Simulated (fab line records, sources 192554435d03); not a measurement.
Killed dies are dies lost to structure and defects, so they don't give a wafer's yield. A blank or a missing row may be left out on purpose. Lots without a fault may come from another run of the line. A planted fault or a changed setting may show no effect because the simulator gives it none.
fab line records | flow n5_finfet
record lots=9 wafers=27 last_day=19
route steps=1938 shown BEOL_M3@996 BEOL_M4@1036 PASSIVATION@1936
lots that met no fault: from a run of the same line without faults
start_h: hours from the record's first day to the start of the lot's first wafer shown | wait_h: hours since the lot's step before | " the same as in the row above | L1.1+2: a row that stands for several wafers | - no value, or no start given | * or withheld: withheld | < > ~ a bound
route shown NAME@n: a module of which the file shows steps, and the number in the route of the first | usual: mean/standard deviation of fault-free wafers | same: alike in all rows | chamber/n: place in a boat | sites: the reading at each site | _std_site: their standard deviation | _edge_site: outer sites' mean less inner sites' | radius_mm: how far each site lies from the wafer's centre | mask NAME#n: copy n | behind: the tool/chamber that last shaped the wafer | hold: why the lot was held/for how many hours/how that ended | device: the transistor (n, p or np) that didn't switch | end of line: the same wafers' tests at the end of the route | a step without rows: its recipe alone | killed: dies lost to structure and defects at the first sort, not the wafer's yield | map: a wafer's dies, x killed, . not, _ none there
set.NAME: the setting as run; set.NAME@STEP: as run at that earlier step | model.NAME: the simulator's own value behind a step, which no gauge read
steps of the route over a sample of lots; a table a step, a row a wafer
services: from which hour (start_h, from the record's first day; less than 0 if before it) a tool's chamber was out of use, for how many hours, and why
## steps
# step N5_BEOL_M3_SPUTTER_79
# recipe material=Cu target_thk_a=45 temp_c=-20 chamber_pressure_pa=0.07 power_w=withheld time_s=8.29
# usual chuck_sensor_temp_C=-16.2/0.43 throttle_valve_pct=29.8/1.1
# columns lot.wafer tool chamber start_h wait_h chuck_sensor_temp_C throttle_valve_pct
L935.1 pvd_sputter-03 - 214.75 0.1 -16.1 31.0
L935.4 " - " " -15.9 30.8
L935.6 " - " " -16.0 31.3
L936.1 pvd_sputter-01 - 215.12 0.1 -16.1 28.7
L936.2 " - " " -15.9 30.7
L936.5 " - " " -16.3 29.7
L939.1 pvd_sputter-02 - 231.46 0.1 -17.2 30.1
L939.2 " - " " -15.9 30.0
L939.5 " - " " -16.0 30.4
L940.1 pvd_sputter-01 - 231.58 0.1 -15.8 30.5
L940.3 " - " " -16.0 28.7
L940.4 " - " " -16.6 29.5
L944.3 pvd_sputter-02 - 247.20 0.1 -16.2 30.4
L944.4 " - " " -16.6 30.9
L944.6 " - " " -15.9 30.3
L946.3 pvd_sputter-02 - 290.23 0.1 -16.6 31.0
L946.4 " - " " -15.8 27.7
L946.6 " - " " -15.8 27.2
L948.2 pvd_sputter-02 - 295.07 0.1 -16.6 30.7
L948.4 " - " " -15.9 27.3
L948.5 " - " " -15.9 27.3
L952.3 pvd_sputter-02 - 314.80 0.1 -16.1 30.2
L952.5 " - " " -16.0 30.2
L952.6 " - " " -17.1 30.1
L938.1 pvd_sputter-03 - 316.30 0.1 -16.1 31.0
L938.2 " - " " -15.8 29.6
L938.6 " - " " -16.1 30.9
# step N5_BEOL_M3_ANNEAL_80
# recipe temp_c=400 time_s=240 ambient=vacuum
# usual heater_power_w=832/72
# columns lot.wafer tool chamber start_h wait_h heater_power_w
L935.1 pvd_sputter-03 - 214.83 0.0 748
L935.4 " - " " 871
L935.6 " - " " 759
L936.1 pvd_sputter-01 - 215.20 0.0 949
L936.2 " - " " 735
L936.5 " - " " 813
L939.1 pvd_sputter-02 - 231.54 0.0 777
L939.2 " - " " 843
L939.5 " - " " 861
L940.1 pvd_sputter-01 - 231.66 0.0 919
L940.3 " - " " 959
L940.4 " - " " 827
L944.3 pvd_sputter-02 - 247.28 0.0 872
L944.4 " - " " 845
L944.6 " - " " 857
L946.3 pvd_sputter-02 - 290.31 0.0 828
L946.4 " - " " 834
L946.6 " - " " 826
L948.2 pvd_sputter-02 - 295.15 0.0 845
L948.4 " - " " 834
L948.5 " - " " 837
L952.3 pvd_sputter-02 - 314.88 0.0 852
L952.5 " - " " 852
L952.6 " - " " 778
L938.1 pvd_sputter-03 - 316.38 0.0 754
L938.2 " - " " 761
L938.6 " - " " 754
# step N5_BEOL_M3_SPUTTER_81
# recipe material=Cu target_thk_a=45 temp_c=-20 chamber_pressure_pa=0.07 power_w=withheld time_s=8.29
# usual chuck_sensor_temp_C=-16.2/0.44 throttle_valve_pct=29.9/1.1
# columns lot.wafer tool chamber start_h wait_h chuck_sensor_temp_C throttle_valve_pct
L935.1 pvd_sputter-03 - 214.97 0.1 -16.2 30.9
L935.4 " - " " -15.7 31.0
L935.6 " - " " -16.0 31.4
L936.1 pvd_sputter-01 - 215.34 0.1 -16.0 28.9
L936.2 " - " " -15.6 30.8
L936.5 " - " " -16.5 29.6
L939.1 pvd_sputter-02 - 231.68 0.1 -17.4 30.2
L939.2 " - " " -15.8 30.5
L939.5 " - " " -15.9 30.4
L940.1 pvd_sputter-01 - 231.80 0.1 -16.0 30.3
L940.3 " - " " -15.9 28.6
L940.4 " - " " -16.3 29.6
L944.3 pvd_sputter-02 - 247.42 0.1 -15.9 30.5
L944.4 " - " " -16.7 31.0
L944.6 " - " " -15.9 30.3
L946.3 pvd_sputter-02 - 290.45 0.1 -16.9 31.0
L946.4 " - " " -15.9 27.2
L946.6 " - " " -15.9 27.5
L948.2 pvd_sputter-02 - 295.29 0.1 -16.7 31.1
L948.4 " - " " -16.0 27.1
L948.5 " - " " -15.8 27.3
L952.3 pvd_sputter-02 - 315.02 0.1 -15.9 30.2
L952.5 " - " " -15.9 30.6
L952.6 " - " " -17.0 30.0
L938.1 pvd_sputter-03 - 316.52 0.1 -16.2 31.1
L938.2 " - " " -15.3 29.9
L938.6 " - " " -16.1 30.9
# step N5_BEOL_M3_CO_CAP_55
# recipe material=Co target_thk_a=20 temp_c=200 precursor=CCTBA/H2 pressure_torr=30 time_s=102.1
# usual heater_power_w=245/8.5
# columns lot.wafer tool chamber start_h wait_h heater_power_w
L935.1 cvd_co-01 0 217.17 0.0 245
L935.4 " 1 " " 239
L935.6 " 2 " " 245
L936.1 cvd_co-01 0 217.53 0.0 251
L936.2 " 2 " " 245
L936.5 " 1 " " 246
L939.1 cvd_co-01 2 233.86 0.0 238
L939.2 " 0 " " 250
L939.5 " 2 " " 236
L940.1 cvd_co-01 2 234.36 0.0 242
L940.3 " 0 " " 246
L940.4 " 1 " " 247
L944.3 cvd_co-02 0 251.08 0.0 258
L944.4 " 2 " " 228
L944.6 " 0 " " 257
L946.3 cvd_co-01 0 292.64 0.0 248
L946.4 " 0 " " 248
L946.6 " 2 " " 243
L948.2 cvd_co-01 0 297.65 0.0 245
L948.4 " 1 " " 246
L948.5 " 0 " " 250
L952.3 cvd_co-01 0 317.21 0.0 259
L952.5 " 1 " " 242
L952.6 " 2 " " 242
L938.1 cvd_co-02 2 318.82 0.0 232
L938.2 " 0 " " 261
L938.6 " 1 " " 245
# step N5_BEOL_M3_INSPECT_59
# recipe inspect_instrument=darkfield mode=post_dep
# usual raw_defect_count=70/23
# columns lot.wafer tool chamber start_h wait_h raw_defect_count
L935.1 defect_inspect-01 - 217.39 0.0 106
L935.4 " - " " 49
L935.6 " - " " 56
L936.1 defect_inspect-01 - 217.74 0.0 36
L936.2 " - " " 61
L936.5 " - " " 47
L939.1 defect_inspect-01 - 234.07 0.0 70
L939.2 " - " " 74
L939.5 " - " " 92
L940.1 defect_inspect-02 - 234.57 0.0 83
L940.3 " - " " 45
L940.4 " - " " 75
L944.3 defect_inspect-02 - 251.30 0.0 76
L944.4 " - " " 89
L944.6 " - " " 73
L946.3 defect_inspect-01 - 292.85 0.0 76
L946.4 " - " " 54
L946.6 " - " " 67
L948.2 defect_inspect-01 - 297.87 0.0 613
L948.4 " - " " 632
L948.5 " - " " 584
L952.3 defect_inspect-01 - 317.46 0.0 655
L952.5 " - " " 614
L952.6 " - " " 611
L938.1 defect_inspect-01 - 319.03 0.0 82
L938.2 " - " " 121
L938.6 " - " " 76
# step N5_BEOL_M4_INSPECT_13
# recipe mode=adi inspect_instrument=brightfield
# usual raw_defect_count=424/110
# columns lot.wafer tool chamber start_h wait_h raw_defect_count
L935.1 defect_inspect-01 - 220.10 0.1 515
L935.4 " - " " 443
L935.6 " - " " 388
L936.1 defect_inspect-02 - 220.43 0.1 298
L936.2 " - " " 402
L936.5 " - " " 465
L939.1 defect_inspect-02 - 235.31 0.1 381
L939.2 " - " " 364
L939.5 " - " " 331
L940.1 defect_inspect-01 - 235.52 0.1 628
L940.3 " - " " 614
L940.4 " - " " 454
L944.3 defect_inspect-02 - 252.27 0.0 349
L944.4 " - " " 394
L944.6 " - " " 587
L946.3 defect_inspect-01 - 295.59 0.0 304
L946.4 " - " " 288
L946.6 " - " " 287
L948.2 defect_inspect-02 - 300.38 0.0 859
L948.4 " - " " 1210
L948.5 " - " " 918
L952.3 defect_inspect-01 - 318.65 0.0 1033
L952.5 " - " " 990
L952.6 " - " " 876
L938.1 defect_inspect-01 - 321.12 0.1 385
L938.2 " - " " 392
L938.6 " - " " 525
# step N5_BEOL_M4_INSPECT_30
# recipe mode=adi inspect_instrument=brightfield
# usual raw_defect_count=420/110
# columns lot.wafer tool chamber start_h wait_h raw_defect_count
L935.1 defect_inspect-02 - 221.23 0.1 488
L935.4 " - " " 432
L935.6 " - " " 386
L936.1 defect_inspect-01 - 221.39 0.1 317
L936.2 " - " " 419
L936.5 " - " " 507
L939.1 defect_inspect-01 - 236.41 0.1 433
L939.2 " - " " 400
L939.5 " - " " 355
L940.1 defect_inspect-02 - 236.46 0.1 545
L940.3 " - " " 569
L940.4 " - " " 416
L944.3 defect_inspect-02 - 253.43 0.0 353
L944.4 " - " " 384
L944.6 " - " " 599
L946.3 defect_inspect-01 - 297.14 0.0 302
L946.4 " - " " 281
L946.6 " - " " 290
L948.2 defect_inspect-01 - 301.38 0.0 872
L948.4 " - " " 1290
L948.5 " - " " 932
L952.3 defect_inspect-01 - 319.58 0.0 1039
L952.5 " - " " 991
L952.6 " - " " 904
L938.1 defect_inspect-01 - 322.24 0.1 404
L938.2 " - " " 402
L938.6 " - " " 543
# step N5_BEOL_M4_RC_MEAS_101
# usual DIBL_N=36.0/1.3 DIBL_P=36.2/1.7 IOFF_N=0.155/0.024 IOFF_P=0.21/0.034 ION_N=674/9 ION_P=463/7.1 SS_N=71.4/0.5 SS_P=73.4/0.57 VT_N=250.0/2.8 VT_P=-251/3.2
# columns lot.wafer tool chamber start_h wait_h DIBL_N[mV/V] DIBL_P[mV/V] IOFF_N[nA/um] IOFF_P[nA/um] ION_N[uA/um] ION_P[uA/um] SS_N[mV/dec] SS_P[mV/dec] VT_N[mV] VT_P[mV]
L935.1 prober-01 0 249.90 0.0 35.8 35.3 0.143 0.18 675 457 71.1 72.9 250.7 -252
L935.4 " 0 " " 35.7 35.4 0.144 0.19 675 458 70.8 73.4 251.6 -252
L935.6 " 0 " " 37.3 37.0 0.171 0.20 680 459 71.6 73.3 249.7 -251
L936.1 prober-02 0 252.50 0.0 35.3 33.8 0.133 0.19 674 466 71.6 72.8 251.5 -251
L936.2 " 0 " " 37.4 36.0 0.164 0.22 681 467 71.4 73.2 247.7 -250
L936.5 " 0 " " 35.4 33.4 0.134 0.19 665 463 71.7 73.0 251.1 -251
L939.1 prober-02 0 265.81 0.0 33.4 33.2 0.119 0.16 674 468 70.7 72.5 250.9 -252
L939.2 " 0 " " 37.6 38.7 0.184 0.24 687 469 71.9 74.5 246.6 -245
L939.5 " 0 " " 34.8 34.7 0.129 0.19 670 466 71.7 72.3 250.3 -252
L940.1 prober-01 0 269.10 0.0 37.7 38.9 0.166 0.21 681 468 72.4 73.9 249.4 -251
L940.3 " 0 " " 35.2 34.5 0.118 0.15 655 447 71.3 72.2 251.3 -257
L940.4 " 0 " " 38.3 39.2 0.181 0.22 676 467 71.6 73.0 248.6 -251
L944.3 prober-01 0 289.16 0.3 35.9 37.4 0.173 0.21 678 460 71.4 73.1 248.6 -249
L944.4 " 0 " " 33.2 34.1 0.126 0.17 670 463 70.8 72.8 253.2 -251
L944.6 " 0 " " 36.0 37.1 0.177 0.22 688 471 71.2 73.1 248.4 -249
L948.2 prober-02 0 311.95 0.2 37.7 36.4 0.176 0.26 683 472 71.4 74.0 245.8 -246
L948.4 " 0 " " 35.4 33.7 0.134 0.21 668 465 72.0 73.5 247.5 -246
L948.5 " 0 " " 38.0 37.1 0.192 0.28 678 473 72.3 73.9 245.9 -243
L946.3 prober-01 0 315.22 0.3 35.1 35.2 0.152 0.23 678 474 70.9 72.6 250.0 -247
L946.4 " 0 " " 36.7 37.5 0.187 0.26 689 475 71.5 73.5 246.1 -244
L946.6 " 0 " " 36.6 37.3 0.185 0.25 678 468 72.2 73.5 245.4 -246
L952.3 prober-01 0 327.52 0.3 36.7 36.2 0.164 0.24 680 473 72.1 73.5 250.9 -246
L952.5 " 0 " " 37.5 37.5 0.180 0.26 683 476 72.1 74.1 251.2 -246
L952.6 " 0 " " 36.4 36.1 0.156 0.23 680 472 72.2 73.3 250.9 -247
L938.1 prober-02 0 347.29 0.0 36.1 37.0 0.162 0.20 674 458 71.9 73.4 249.5 -251
L938.2 " 0 " " 36.3 37.2 0.155 0.20 663 451 71.7 72.9 251.1 -254
L938.6 " 0 " " 34.5 35.2 0.132 0.18 660 453 71.2 73.7 252.5 -254
# step N5_PASSIVATION_PROBE_49
# usual defect_limited_yield=90.8/1.7 killed_at_M0_to_M3=37/12 killed_at_M4_up=15/5.6 killed_at_contacts=13/6.9 killed_at_front_end=40/11 killed_at_other=4/3.2 killed_dies=109/20 killed_open=73/15 killed_short=35/8.3 sort_bin_5_function=5.4/1.1 sort_bin_6_memory=3.5/0.73 sort_n_pass=1071/20 sort_yield_pct=90.8/1.7
# same gross_dies=1180 killed_at_back_side=0 sort_bin_4_leakage[%]=0 sort_bin_8_speed[%]=0
# columns lot.wafer tool chamber start_h wait_h defect_limited_yield[%] killed_at_M0_to_M3 killed_at_M4_up killed_at_contacts killed_at_front_end killed_at_other killed_dies killed_open killed_short sort_bin_5_function[%] sort_bin_6_memory[%] sort_n_pass sort_yield_pct[%]
L948.2 prober-02 - 424.92 0.1 80.4 154 26 8 39 4 231 65 38 12.2 4.7 949 80.4
L948.4 prober-02 - 425.02 0.2 83.4 98 16 7 73 2 196 103 39 10.6 4.8 984 83.4
L948.5 prober-02 - 425.07 0.2 83.0 145 15 6 32 3 201 56 28 11.8 3.4 979 83.0
L952.3 prober-02 - 435.31 0.1 81.9 143 13 21 34 2 213 68 26 11.0 4.4 967 81.9
L952.5 prober-02 - 435.41 0.2 86.6 83 18 8 48 1 158 67 40 6.9 4.6 1022 86.6
L952.6 prober-02 - 435.46 0.3 86.4 97 14 8 41 0 160 59 33 7.8 3.9 1020 86.4
# killed by level:class
L948.2 BEOL_M3:unspecified=128 BEOL_M4:geometric_particle:open=14 FIN_SAQP:geometric_particle:short=13 DUMMY_GATE:geometric_particle:open=7 MOL_CONTACT_COAG:geometric_particle:open=7 BEOL_M2:geometric_particle:open=7 BEOL_M4:geometric_particle:short=7 STI_FIN_REVEAL:geometric_particle:open=4
L948.4 BEOL_M3:unspecified=52 FIN_SAQP:geometric_particle:short=17 STI_FIN_REVEAL:geometric_particle:open=16 BEOL_M0_SAQP:geometric_particle:open=15 FIN_SAQP:geometric_particle:open=12 BEOL_M2:geometric_particle:open=12 BEOL_M4:geometric_particle:open=9 BEOL_M1:geometric_particle:open=8
L948.5 BEOL_M3:unspecified=116 BEOL_M4:geometric_particle:open=10 FIN_SAQP:geometric_particle:open=7 BEOL_M0_SAQP:geometric_particle:open=7 BEOL_M0_SAQP:geometric_particle:short=6 BEOL_M3:geometric_particle:open=6 MOL_CONTACT_COAG:geometric_particle:open=5 FIN_SAQP:geometric_particle:short=3
L952.3 BEOL_M3:unspecified=119 MOL_CONTACT_COAG:geometric_particle:open=18 FIN_SAQP:geometric_particle:open=9 FIN_SAQP:geometric_particle:short=8 BEOL_M1:geometric_particle:open=7 BEOL_M4:geometric_particle:open=6 BEOL_M2:geometric_particle:open=5 STI_FIN_REVEAL:geometric_particle:open=5
L952.5 BEOL_M3:unspecified=51 STI_FIN_REVEAL:geometric_particle:open=12 FIN_SAQP:geometric_particle:short=11 FIN_SAQP:geometric_particle:open=10 BEOL_M0_SAQP:geometric_particle:open=9 BEOL_M0_SAQP:geometric_particle:short=8 BEOL_M4:geometric_particle:open=8 STI_FIN_REVEAL:geometric_particle:short=5
L952.6 BEOL_M3:unspecified=68 DUMMY_GATE:geometric_particle:open=10 STI_FIN_REVEAL:geometric_particle:open=9 BEOL_M0_SAQP:geometric_particle:short=8 BEOL_M0_SAQP:geometric_particle:open=8 MOL_CONTACT_COAG:geometric_particle:open=6 BEOL_M2:geometric_particle:open=6 FIN_SAQP:geometric_particle:open=4
## services
# columns tool chamber start_h hours kind
cvd_co-02 0 299.90 16.5 repair
## key
first_sign step=N5_BEOL_M3_INSPECT_59 reading=raw_defect_count direction=up sigmas=24 usual=70 struck=618
effect step=N5_BEOL_M4_INSPECT_13 reading=raw_defect_count direction=up sigmas=5 usual=424 struck=981
effect step=N5_BEOL_M4_INSPECT_30 reading=raw_defect_count direction=up sigmas=5.5 usual=420 struck=1005
effect step=N5_PASSIVATION_PROBE_49 reading=killed_at_M0_to_M3 direction=up sigmas=6.9 usual=37 struck=120
more_kills_born_at N5_BEOL_M3_CO_CAP_55@cvd_co-01=534
met_at N5_BEOL_M3_CO_CAP_55
struck_lots L948,L952
not_acting_at N5_BEOL_M3_SPUTTER_79,N5_BEOL_M3_ANNEAL_80,N5_BEOL_M3_SPUTTER_81
onset_between 292.64 297.65
fault kind=chamber_particle_source tool=cvd_co-01 chamber=- onset_h=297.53 steps=N5_BEOL_M3_CO_CAP_55 rate_per_visit_cm2=0.84717 end_h=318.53
